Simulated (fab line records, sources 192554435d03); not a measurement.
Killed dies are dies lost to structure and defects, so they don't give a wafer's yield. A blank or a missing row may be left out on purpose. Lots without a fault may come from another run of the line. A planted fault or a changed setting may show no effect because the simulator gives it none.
fab line records | flow n5_finfet
record lots=7 wafers=21
route steps=1938 shown BEOL_M11@1541 BEOL_M12@1639 BEOL_M13@1705 BEOL_M14@1762 BEOL_M15@1808 MIM_BOT_ETCH@1866
start_h: hours from the record's first day to the start of the lot's first wafer shown | wait_h: hours since the lot's step before | " the same as in the row above | L1.1+2: a row that stands for several wafers | - no value, or no start given | * or withheld: withheld | < > ~ a bound
route shown NAME@n: a module of which the file shows steps, and the number in the route of the first | usual: mean/standard deviation of fault-free wafers | same: alike in all rows | chamber/n: place in a boat | sites: the reading at each site | _std_site: their standard deviation | _edge_site: outer sites' mean less inner sites' | radius_mm: how far each site lies from the wafer's centre | mask NAME#n: copy n | behind: the tool/chamber that last shaped the wafer | hold: why the lot was held/for how many hours/how that ended | device: the transistor (n, p or np) that didn't switch | end of line: the same wafers' tests at the end of the route | a step without rows: its recipe alone | killed: dies lost to structure and defects at the first sort, not the wafer's yield | map: a wafer's dies, x killed, . not, _ none there
set.NAME: the setting as run; set.NAME@STEP: as run at that earlier step | model.NAME: the simulator's own value behind a step, which no gauge read
lots whose settings were changed on purpose; a table a step, a row a wafer
## steps
# step N5_BEOL_M11_COAT_59
# recipe resist=SOC temp_c=250 time_s=60 spin_rpm=1500 resist_thk_nm=100
# columns lot.wafer tool chamber start_h wait_h set.spin_rpm model.SOC_of_BEOL_M11_COAT_59.thk_nm
L074.2 litho_track-02 0 219.81 0.1 1573 97.8
L074.3 " 0 " " 1500 100.4
L074.5 " 0 " " 1500 100.2
L076.1 litho_track-04 0 234.28 0.1 1500 100
L076.4 " 0 " " 1364 105
L076.6 " 0 " " 1364 104.8
L077.1+4 litho_track-02 0 235.80 0.1 1500 100
L077.6 " 0 " " 1434 102.2
L081.3+4+5 litho_track-02 0 256.35 0.1 1500 100.4
L092.1 litho_track-02 0 341.37 0.1 1558 97.6
L092.4 " 0 " " 1558 97.8
L092.6 " 0 " " 1500 100
L094.2 litho_track-05 0 343.42 0.1 1632 96
L094.5 " 0 " " 1632 95.6
L094.6 " 0 " " 1500 99.8
L097.1 litho_track-04 0 359.36 0.1 1500 100
L097.3+5 " 0 " " 1500 100.2
# step N5_BEOL_M11_COAT_60
# recipe resist=SiARC temp_c=220 time_s=60 spin_rpm=1500 resist_thk_nm=30
# step N5_BEOL_M11_COAT_05
# recipe resist=CAR-ArF spin_rpm=1500 resist_thk_nm=90
# step N5_BEOL_M11_DESCUM_16
# recipe chemistry=O2 time_s=7.9 source_power_w=50 bias_power_w=20 pressure_mtorr=20 rf_frequency_hz=2.712e+07 temp_c=40 resist=CAR-ArF o2_flow_sccm=225
# step N5_BEOL_M11_ETCH_61
# recipe chemistry=CF4 target=SiARC target_depth_a=390 mask_material=CAR-ArF time_s=65 ion_energy_ev=80 pressure_mtorr=40 source_w=545 bias_w=36 Ar_flow_sccm=100 cf4_flow_sccm=100 ends=cleared
# step N5_BEOL_M11_ETCH_62
# recipe chemistry=N2/H2 target=SOC target_depth_a=1100 overetch_a=220 mask_material=SiARC temp_c=40 time_s=165 ion_energy_ev=200 pressure_mtorr=30 source_w=840 bias_w=150 n2_flow_sccm=200 h2_flow_sccm=200
# columns lot.wafer tool chamber start_h wait_h set.spin_rpm@BEOL_M11_COAT_59 model.etch.depth_nm
L074.2 rie_diel-01 2 220.53 0.0 1573 97.81
L074.3 " 3 " " 1500 100.4
L074.5 " 0 " " 1500 100.2
L076.1 rie_diel-04 3 234.82 0.0 1500 100.1
L076.4 " 1 " " 1364 104.9
L076.6 " 2 " " 1364 104.8
L077.1+4 rie_diel-03 1,2 236.43 0.0 1500 100
L077.6 " 2 " " 1434 102.2
L081.3 rie_diel-04 2 256.92 0.0 1500 100.4
L081.4+5 " 1,2 " " 1500 100.3
L092.1 rie_diel-04 0 341.92 0.0 1558 97.58
L092.4 " 2 " " 1558 97.84
L092.6 " 0 " " 1500 99.95
L094.2 rie_diel-04 0 343.97 0.0 1632 95.9
L094.5 " 3 " " 1632 95.63
L094.6 " 0 " " 1500 99.88
L097.1 rie_diel-03 2 360.39 0.0 1500 99.99
L097.3+5 " 1,2 " " 1500 100.2
# step N5_BEOL_M11_STRIP_68
# recipe chemistry=N2/H2 temp_c=40 n2_flow_sccm=200 h2_flow_sccm=200 rf_frequency_hz=6e+07
# step N5_BEOL_M11_STRIP_67
# recipe chemistry=CF4 resist=SiARC power_w=300 bias_power_w=75 pressure_mtorr=50 cf4_flow_sccm=150 rf_frequency_hz=6e+07
# step N5_BEOL_M11_HM_OPEN_17
# recipe chemistry=Cl2/BCl3 target_depth_a=200 overetch_a=60 target=TiN mask_material=SOC ion_energy_ev=150 pressure_mtorr=10 icp_w=1000 bias_w=126 Cl2_flow_sccm=53.25 bcl3_flow_sccm=21.75 Ar_flow_sccm=25
# columns lot.wafer tool chamber start_h wait_h set.spin_rpm@BEOL_M11_COAT_59 model.SOC_of_BEOL_M11_COAT_59.thk_nm
L074.2 rie_metal-02 0 220.72 0.0 1573 90
L074.3 " 0 " " 1500 92.8
L074.5 " 1 " " 1500 92.4
L076.1 rie_metal-02 1 235.01 0.0 1500 92.2
L076.4+6 " 0 " " 1364 97.2
L077.1+4 rie_metal-02 0 236.61 0.0 1500 92.4
L077.6 " 1 " " 1434 94.4
L081.3+5 rie_metal-01 1 257.13 0.1 1500 92.4
L081.4 " 0 " " 1500 92.6
L092.1 rie_metal-02 1 342.10 0.0 1558 89.8
L092.4 " 0 " " 1558 90
L092.6 " 0 " " 1500 92.2
L094.2 rie_metal-03 1 344.15 0.0 1632 88
L094.5 " 0 " " 1632 87.6
L094.6 " 1 " " 1500 92
L097.1+5 rie_metal-01 0,1 360.58 0.0 1500 92.2
L097.3 " 0 " " 1500 92.4
# step N5_BEOL_M11_STRIP_19
# recipe chemistry=O2 power_w=400 temp_c=40 pressure_mtorr=30 rf_frequency_hz=6e+07 bias_power_w=0 overash_fraction=0.2 o2_flow_sccm=225
# step N5_BEOL_M11_ECD_50
# recipe material=Cu target_thk_a=3180
# step N5_BEOL_M11_ANNEAL_51
# recipe temp_c=225 time_s=90 ambient=N2
# step N5_BEOL_M11_CMP_52
# recipe stop_on=SiCOH_lowk t_overpolish_s=7 down_force_psi=1 platen_rpm=50 clearing_platen_down_force_psi=1.5 clearing_platen_rpm=50 post_cmp_clean=cu_alkaline target_thk_nm=140 clearing_platen_pad_velocity_m_s=0.99484 pad_velocity_m_s=0.99484
# usual barrier_field_endpoint_s=28.9/0.56
# columns lot.wafer tool chamber start_h wait_h set.time_s@BEOL_M11_PECVD_70 barrier_field_endpoint_s
L074.3 cmp-01 3 225.19 0.3 23.6 30.5
L074.2 " 2 " " 22.7 28.5
L074.5 " 3 " " 22.7 29.1
L076.4 cmp-01 2 238.95 0.2 21.02 27.9
L076.1 " 0 " " 21.02 27.0
L076.6 " 1 " " 22.7 29.6
L077.4 cmp-04 0 239.65 0.2 22.7 28.0
L077.1 " 1 " " 22.7 27.5
L077.6 " 3 " " 25.34 30.8
L081.4 cmp-02 3 260.41 0.3 22.7 28.7
L081.3 " 1 " " 20.66 26.8
L081.5 " 3 " " 22.7 29.6
L092.4 cmp-01 3 347.90 0.1 22.7 29.0
L092.1 " 0 " " 22.7 28.7
L092.6 " 3 " " 25.52 31.7
L094.2 cmp-01 1 350.58 0.3 19.37 25.5
L094.5 " 3 " " 22.7 29.3
L094.6 " 0 " " 22.7 30.5
L097.3 cmp-01 1 368.40 0.3 22.7 29.5
L097.1 " 2 " " 22.7 28.2
L097.5 " 3 " " 22.7 28.9
# step N5_BEOL_M12_TRENCH_ETCH_34
# recipe chemistry=C4F8/O2/Ar target=SiOC target_depth_a=3189.5 mask_material=SOC pressure_mtorr=30 source_w=3000 bias_w=700 Ar_flow_sccm=400 C4F8_flow_sccm=15 O2_flow_sccm=8 he_inner_torr=15 he_outer_torr=30 time_s=125.5 ion_energy_ev=250
# columns lot.wafer tool chamber start_h wait_h set.time_s model.etch.depth_nm
L074.2 rie_diel-06 0 227.60 0.0 125.5 319.1
L074.3 " 2 " " 105.9 269.8
L074.5 " 0 " " 105.9 268.6
L076.1 rie_diel-06 3 241.47 0.0 125.5 322.8
L076.4 " 0 " " 114.3 292.7
L076.6 " 1 " " 125.5 312.2
L077.1 rie_diel-05 2 242.24 0.0 142 358.3
L077.4 " 3 " " 125.5 323.6
L077.6 " 2 " " 142 355.6
L081.3 rie_diel-05 1 262.65 0.0 125.5 328.7
L081.4 " 0 " " 138.5 354
L081.5 " 3 " " 138.5 355.4
L092.1 rie_diel-06 1 350.59 0.0 125.5 325.3
L092.4 " 2 " " 125.5 317.8
L092.6 " 3 " " 125.5 319.3
L094.2 rie_diel-02 1 353.01 0.0 117.4 297.4
L094.5 " 3 " " 117.4 298.6
L094.6 " 0 " " 125.5 322.6
L097.1 rie_diel-05 2 371.03 0.0 125.5 325.3
L097.3 " 1 " " 125.5 325.9
L097.5 " 2 " " 125.5 326.8
# step N5_BEOL_M12_STRIP_70
# recipe chemistry=C4F8/O2/Ar resist=SiARC rf_frequency_hz=6e+07
# step N5_BEOL_M12_OCD_MEAS_35
# usual trench_depth_nm=320/3.5
# columns lot.wafer tool chamber start_h wait_h set.time_s@BEOL_M12_TRENCH_ETCH_34 trench_depth_nm
L074.2 ocd-01 - 227.75 0.0 125.5 319
L074.3 " - " " 105.9 270
L074.5 " - " " 105.9 269
L076.1 ocd-01 - 241.63 0.0 125.5 323
L076.4 " - " " 114.3 292
L076.6 " - " " 125.5 312
L077.1 ocd-01 - 242.39 0.0 142 358
L077.4 " - " " 125.5 324
L077.6 " - " " 142 356
L081.3 ocd-01 - 262.81 0.0 125.5 329
L081.4 " - " " 138.5 354
L081.5 " - " " 138.5 356
L092.1 ocd-01 - 350.74 0.0 125.5 325
L092.4 " - " " 125.5 318
L092.6 " - " " 125.5 319
L094.2 ocd-01 - 353.17 0.0 117.4 297
L094.5 " - " " 117.4 299
L094.6 " - " " 125.5 323
L097.1 ocd-01 - 371.19 0.0 125.5 325
L097.3 " - " " 125.5 326
L097.5 " - " " 125.5 327
# step N5_BEOL_M12_SPUTTER_44
# recipe material=Ta target_thk_a=100 temp_c=50 bias_v=80 power_w=15000 chamber_pressure_pa=0.07 time_s=16.13
# columns lot.wafer tool chamber start_h wait_h set.time_s model.Ta_of_BEOL_M12_SPUTTER_44.thk_nm
L074.2+3 pvd_sputter-01 - 230.36 0.0 16.13 10
L074.5 " - " " 18.23 11.2
L076.1+4 pvd_sputter-02 - 243.21 0.0 17.68 10.8
L076.6 " - " " 16.13 10
L077.1 pvd_sputter-02 - 243.71 0.0 17.83 10.8
L077.4 " - " " 16.13 10
L077.6 " - " " 16.13 9.8
L081.3 pvd_sputter-03 - 263.28 0.0 15.35 9.4
L081.4+5 " - " " 16.13 10
L092.1+4 pvd_sputter-01 - 353.17 0.0 16.13 9.8
L092.6 " - " " 14.3 8.6
L094.2+6 pvd_sputter-03 - 355.53 0.0 16.13 9.8
L094.5 " - " " 16.13 10
L097.1+3+5 pvd_sputter-02 - 371.72 0.0 16.13 10
# step N5_BEOL_M12_SPUTTER_45
# recipe material=Cu target_thk_a=800 temp_c=-20 bias_v=60 power_w=26000 chamber_pressure_pa=0.13 time_s=13.33
# step N5_BEOL_M12_ECD_47
# recipe material=Cu target_thk_a=7200
# step N5_BEOL_M12_ANNEAL_48
# recipe temp_c=225 time_s=90 ambient=N2
# step N5_BEOL_M12_CMP_49
# recipe stop_on=SiOC t_overpolish_s=20.6 down_force_psi=1 platen_rpm=50 clearing_platen_down_force_psi=1.5 clearing_platen_rpm=50 post_cmp_clean=cu_alkaline target_thk_nm=320 clearing_platen_pad_velocity_m_s=0.99484 pad_velocity_m_s=0.99484
# columns lot.wafer tool chamber start_h wait_h set.time_s@BEOL_M12_TRENCH_ETCH_34 model.Cu_of_BEOL_M12_ECD_47.thk_nm
L074.2 cmp-01 0 231.00 0.2 125.5 321.2
L074.3 " 1 " " 105.9 271.2
L074.5 " 1 " " 105.9 269
L076.4 cmp-02 0 244.30 0.2 114.3 292
L076.1 " 1 " " 125.5 322
L076.6 " 3 " " 125.5 313.4
L077.4 cmp-01 1 244.89 0.2 125.5 326
L077.1 " 2 " " 142 359.2
L077.6 " 0 " " 142 357.2
L081.3 cmp-01 2 264.10 0.2 125.5 329
L081.4 " 3 " " 138.5 354
L081.5 " 1 " " 138.5 356.4
L092.4 cmp-03 1 357.14 0.1 125.5 319
L092.1 " 3 " " 125.5 328.4
L092.6 " 2 " " 125.5 323.6
L094.2 cmp-02 1 359.55 0.3 117.4 298.4
L094.5 " 2 " " 117.4 299.2
L094.6 " 3 " " 125.5 322.8
L097.1 cmp-01 2 375.15 0.3 125.5 325.2
L097.3 " 0 " " 125.5 326.2
L097.5 " 3 " " 125.5 328.2
# step N5_BEOL_M12_THK_MEAS_50
# recipe thk_meas_gauge=xrf reads=Cu_of_BEOL_M12_ECD_47
# usual M12_THK=323/4.4
# columns lot.wafer tool chamber start_h wait_h set.time_s@BEOL_M12_TRENCH_ETCH_34 M12_THK[nm]
L074.2 film_metro-02 - 231.30 - 125.5 321
L074.3 " - " " 105.9 272
L074.5 " - " " 105.9 267
L076.1 film_metro-02 - 244.52 - 125.5 324
L076.4 " - " " 114.3 294
L076.6 " - " " 125.5 314
L077.1 film_metro-02 - 245.15 - 142 362
L077.4 " - " " 125.5 329
L077.6 " - " " 142 357
L081.3 film_metro-02 - 264.33 0.2 125.5 332
L081.4 " - " " 138.5 359
L081.5 " - " " 138.5 360
L092.1 film_metro-01 - 357.44 - 125.5 335
L092.4 " - " " 125.5 325
L092.6 " - " " 125.5 328
L094.2 film_metro-02 - 359.73 - 117.4 300
L094.5 " - " " 117.4 302
L094.6 " - " " 125.5 323
L097.1 film_metro-02 - 375.45 - 125.5 326
L097.3 " - " " 125.5 326
L097.5 " - " " 125.5 329
# step N5_BEOL_M12_PRE_CLEAN_52
# recipe gas=NH3 time_s=15 temp_c=withheld rf_power_w=300
# step N5_BEOL_M12_DEP_53
# recipe material=SiCN target_thk_a=300 temp_c=withheld precursor=3MS/NH3 pressure_torr=3 rf_w=675 time_s=10.5
# step N5_BEOL_M12_RS_MEAS_54
# recipe thk_meas_gauge=four-point-probe reads=Cu_of_BEOL_M12_ECD_47+Ta_of_BEOL_M12_SPUTTER_44+TaN_of_BEOL_M12_SPUTTER_43
# usual M12_RS=0.0599/0.0007
# columns lot.wafer tool chamber start_h wait_h set.time_s@BEOL_M12_TRENCH_ETCH_34 M12_RS[ohm/sq]
L074.2 film_metro-01 - 231.42 0.0 125.5 0.0598
L074.3 " - " " 105.9 0.0711
L074.5 " - " " 105.9 0.0721
L076.1 film_metro-02 - 244.65 0.0 125.5 0.0598
L076.4 " - " " 114.3 0.0662
L076.6 " - " " 125.5 0.0614
L077.1 film_metro-01 - 245.27 0.0 142 0.0532
L077.4 " - " " 125.5 0.0588
L077.6 " - " " 142 0.0534
L081.3 film_metro-02 - 264.46 0.0 125.5 0.0584
L081.4 " - " " 138.5 0.0540
L081.5 " - " " 138.5 0.0538
L092.1 film_metro-02 - 357.56 0.0 125.5 0.0584
L092.4 " - " " 125.5 0.0602
L092.6 " - " " 125.5 0.0594
L094.2 film_metro-02 - 359.85 0.0 117.4 0.0646
L094.5 " - " " 117.4 0.0646
L094.6 " - " " 125.5 0.0595
L097.1 film_metro-01 - 375.57 0.0 125.5 0.0591
L097.3 " - " " 125.5 0.0589
L097.5 " - " " 125.5 0.0585
# step N5_BEOL_M13_SPUTTER_43
# recipe material=TaN target_thk_a=150 temp_c=50 bias_v=168.6 power_w=15000 chamber_pressure_pa=0.12 time_s=24.19
# columns lot.wafer tool chamber start_h wait_h set.time_s model.TaN_of_BEOL_M13_SPUTTER_43.thk_nm
L074.2+3 pvd_sputter-02 - 237.15 0.0 24.19 15.2
L074.5 " - " " 20.94 13.2
L076.1 pvd_sputter-01 - 252.26 0.0 26.89 16.8
L076.4+6 " - " " 24.19 15
L077.1+4+6 pvd_sputter-03 - 252.57 0.0 24.19 15
L081.3 pvd_sputter-02 - 268.20 0.0 24.19 15.2
L081.4 " - " " 21.19 13.4
L081.5 " - " " 24.19 15
L092.1 pvd_sputter-03 - 364.65 0.0 24.19 15
L092.4 " - " " 24.19 14.6
L092.6 " - " " 24.19 14.8
L094.2+6 pvd_sputter-02 - 365.27 0.0 26.82 16.6
L094.5 " - " " 26.82 16.8
L097.1 pvd_sputter-03 - 378.92 0.0 24.19 14.6
L097.3 " - " " 24.19 14.8
L097.5 " - " " 24.19 15
# step N5_BEOL_M14_SPUTTER_43
# recipe material=TaN target_thk_a=150 temp_c=50 bias_v=168.6 power_w=15000 chamber_pressure_pa=0.12 time_s=24.19
# columns lot.wafer tool chamber start_h wait_h set.power_w model.TaN_of_BEOL_M14_SPUTTER_43.thk_nm
L074.2 pvd_sputter-02 - 242.15 0.0 15000 14.6
L074.3+5 " - " " 15000 14.4
L076.1+6 pvd_sputter-03 - 258.02 0.0 15000 15.2
L076.4 " - " " 15000 15.4
L077.1 pvd_sputter-02 - 258.15 0.0 16650 16.4
L077.4 " - " " 15000 14.8
L077.6 " - " " 16650 16.6
L081.3+5 pvd_sputter-01 - 277.85 0.0 15000 15.2
L081.4 " - " " 13510 13.6
L092.1 pvd_sputter-02 - 370.00 0.0 15000 14.8
L092.4+6 " - " " 15900 15.8
L094.2+6 pvd_sputter-02 - 371.20 0.0 15000 15
L094.5 " - " " 15880 15.8
L097.1 pvd_sputter-02 - 385.56 0.0 15000 15
L097.3 " - " " 15000 15.2
L097.5 " - " " 15000 14.8
# step N5_BEOL_M15_ETCH_61
# recipe chemistry=N2/H2 target=BARC target_depth_a=890 overetch_a=267 time_s=67.9 ion_energy_ev=200 pressure_mtorr=30 source_w=840 bias_w=150 n2_flow_sccm=200 h2_flow_sccm=200
# columns lot.wafer tool chamber start_h wait_h set.time_s model.coat_of_BEOL_M15_COAT_22.thk_nm
L074.2 rie_diel-04 2 246.37 0.0 67.9 717.8
L074.3 " 1 " " 67.9 723.4
L074.5 " 3 " " 67.9 721
L076.1 rie_diel-01 3 262.61 0.0 67.9 723.2
L076.4 " 0 " " 67.9 718.6
L076.6 " 0 " " 71.96 717
L077.1 rie_diel-01 3 262.97 0.0 67.9 722
L077.4 " 0 " " 67.9 718.8
L077.6 " 0 " " 67.9 720.2
L081.3 rie_diel-03 2 282.18 0.0 67.9 722
L081.4 " 0 " " 55.42 734.2
L081.5 " 1 " " 67.9 721.4
L092.1 rie_diel-01 1 375.62 0.0 79.31 707.8
L092.4 " 2 " " 67.9 715.4
L092.6 " 1 " " 79.31 706.6
L094.2 rie_diel-03 1 377.90 0.0 80.97 704.2
L094.5 " 3 " " 67.9 714.6
L094.6 " 0 " " 80.97 706.2
L097.1 rie_diel-04 3 389.34 0.0 67.9 719.8
L097.3 " 0 " " 67.9 719
L097.5 " 2 " " 67.9 724.2
# step N5_BEOL_M15_TRENCH_ETCH_34
# recipe chemistry=C4F8/O2/Ar target=SiO2 target_depth_a=8729.3 he_inner_torr=15 he_outer_torr=30 time_s=199 ion_energy_ev=800 pressure_mtorr=20 source_w=1905 bias_w=2040 Ar_flow_sccm=400 C4F8_flow_sccm=16 O2_flow_sccm=12
# usual rf_vpp_V=2207/24
# columns lot.wafer tool chamber start_h wait_h set.bias_w rf_vpp_V
L074.2 rie_diel-04 2 246.43 0.0 2040 2198
L074.3 " 1 " " 2040 2223
L074.5 " 3 " " 2040 2252
L076.1 rie_diel-01 3 262.69 0.1 2313 2401
L076.4 " 0 " " 2040 2199
L076.6 " 0 " " 2040 2199
L077.1 rie_diel-01 3 263.05 0.1 2040 2205
L077.4 " 0 " " 2040 2200
L077.6 " 0 " " 1935 2119
L081.3 rie_diel-03 2 282.24 0.0 2040 2170
L081.4 " 0 " " 2040 2216
L081.5 " 1 " " 2040 2174
L092.1 rie_diel-01 1 375.67 0.0 2040 2233
L092.4 " 2 " " 2040 2233
L092.6 " 1 " " 2134 2305
L094.2 rie_diel-03 1 377.95 0.0 2040 2172
L094.5 " 3 " " 2040 2228
L094.6 " 0 " " 2040 2216
L097.1 rie_diel-04 3 389.39 0.0 2040 2248
L097.3 " 0 " " 2040 2191
L097.5 " 2 " " 2040 2193
# step N5_MIM_BOT_ETCH_ETCH_04
# recipe chemistry=CF4/O2 target=SiNx target_depth_a=260 time_s=13 ion_energy_ev=100 pressure_mtorr=40 source_w=535 bias_w=49 Ar_flow_sccm=100 cf4_flow_sccm=100 O2_flow_sccm=10
# usual rf_vpp_V=240.6/2.5
# columns lot.wafer tool chamber start_h wait_h set.source_w rf_vpp_V model.etch.depth_nm
L074.2 rie_diel-02 1 254.32 0.0 535 244.5 25.71
L074.3 " 0 " " 535 241.9 26.1
L074.5 " 2 " " 535 235.0 26.56
L077.1 rie_diel-05 1 274.02 0.0 535 242.5 26.89
L077.4 " 2 " " 535 238.5 26.62
L077.6 " 3 " " 535 240.0 26.15
L076.1 rie_diel-06 2 274.06 0.0 604.5 226.9 28.76
L076.4 " 0 " " 535 243.3 26.18
L076.6 " 0 " " 535 242.5 26.17
L081.3 rie_diel-02 0 291.43 0.0 535 242.4 26.01
L081.4 " 1 " " 448.5 269.1 22.32
L081.5 " 0 " " 448.5 265.4 22.39
L092.1 rie_diel-02 0 384.79 0.0 535 242.6 25.93
L092.4 " 1 " " 535 244.1 25.9
L092.6 " 2 " " 535 235.1 26.22
L094.2 rie_diel-02 2 387.60 0.0 535 234.8 26.22
L094.5 " 0 " " 535 241.1 25.76
L094.6 " 3 " " 447.4 265.5 22.12
L097.1 rie_diel-05 2 400.52 0.0 535 238.9 26.56
L097.3 " 1 " " 535 240.6 26.49
L097.5 " 2 " " 535 237.8 26.32
## key
split step=N5_BEOL_M11_COAT_59 setting=spin_rpm stated=1500 by=wafer
response step=N5_BEOL_M11_COAT_59 reading=model.SOC_of_BEOL_M11_COAT_59.thk_nm change=-0.507 per=1% r=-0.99
response step=N5_BEOL_M11_ETCH_62 reading=model.etch.depth_nm change=-0.505 per=1% r=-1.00
response step=N5_BEOL_M11_HM_OPEN_17 reading=model.SOC_of_BEOL_M11_COAT_59.thk_nm change=-0.518 per=1% r=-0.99
split step=N5_BEOL_M12_TRENCH_ETCH_34 setting=time_s stated=125.5 by=wafer
response step=N5_BEOL_M12_TRENCH_ETCH_34 reading=model.etch.depth_nm change=+2.89 per=1% r=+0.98
response step=N5_BEOL_M12_OCD_MEAS_35 reading=trench_depth_nm change=+2.89 per=1% r=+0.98
response step=N5_BEOL_M12_CMP_49 reading=model.Cu_of_BEOL_M12_ECD_47.thk_nm change=+2.91 per=1% r=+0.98
response step=N5_BEOL_M12_THK_MEAS_50 reading=M12_THK change=+2.87 per=1% r=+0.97
response step=N5_BEOL_M12_RS_MEAS_54 reading=M12_RS change=-0.000599 per=1% r=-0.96
split step=N5_BEOL_M12_SPUTTER_44 setting=time_s stated=16.13 by=wafer
response step=N5_BEOL_M12_SPUTTER_44 reading=model.Ta_of_BEOL_M12_SPUTTER_44.thk_nm change=+0.0939 per=1% r=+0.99
split step=N5_BEOL_M13_SPUTTER_43 setting=time_s stated=24.19 by=wafer
response step=N5_BEOL_M13_SPUTTER_43 reading=model.TaN_of_BEOL_M13_SPUTTER_43.thk_nm change=+0.148 per=1% r=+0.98
split step=N5_BEOL_M14_SPUTTER_43 setting=power_w stated=15000 by=wafer
response step=N5_BEOL_M14_SPUTTER_43 reading=model.TaN_of_BEOL_M14_SPUTTER_43.thk_nm change=+0.156 per=1% r=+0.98
split step=N5_BEOL_M15_ETCH_61 setting=time_s stated=67.9 by=wafer
response step=N5_BEOL_M15_ETCH_61 reading=model.coat_of_BEOL_M15_COAT_22.thk_nm change=-0.557 per=1% r=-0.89
split step=N5_BEOL_M15_TRENCH_ETCH_34 setting=bias_w stated=2040 by=wafer
response step=N5_BEOL_M15_TRENCH_ETCH_34 reading=rf_vpp_V change=+15.3 per=1% r=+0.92
split step=N5_MIM_BOT_ETCH_ETCH_04 setting=source_w stated=535 by=wafer
response step=N5_MIM_BOT_ETCH_ETCH_04 reading=rf_vpp_V change=-1.52 per=1% r=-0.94
response step=N5_MIM_BOT_ETCH_ETCH_04 reading=model.etch.depth_nm change=+0.224 per=1% r=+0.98
split outside_this_file step=N5_BEOL_M11_PECVD_70 setting=time_s
# split outside_this_file: this setting was split too, and the file shows its column; the key of that split is in another file
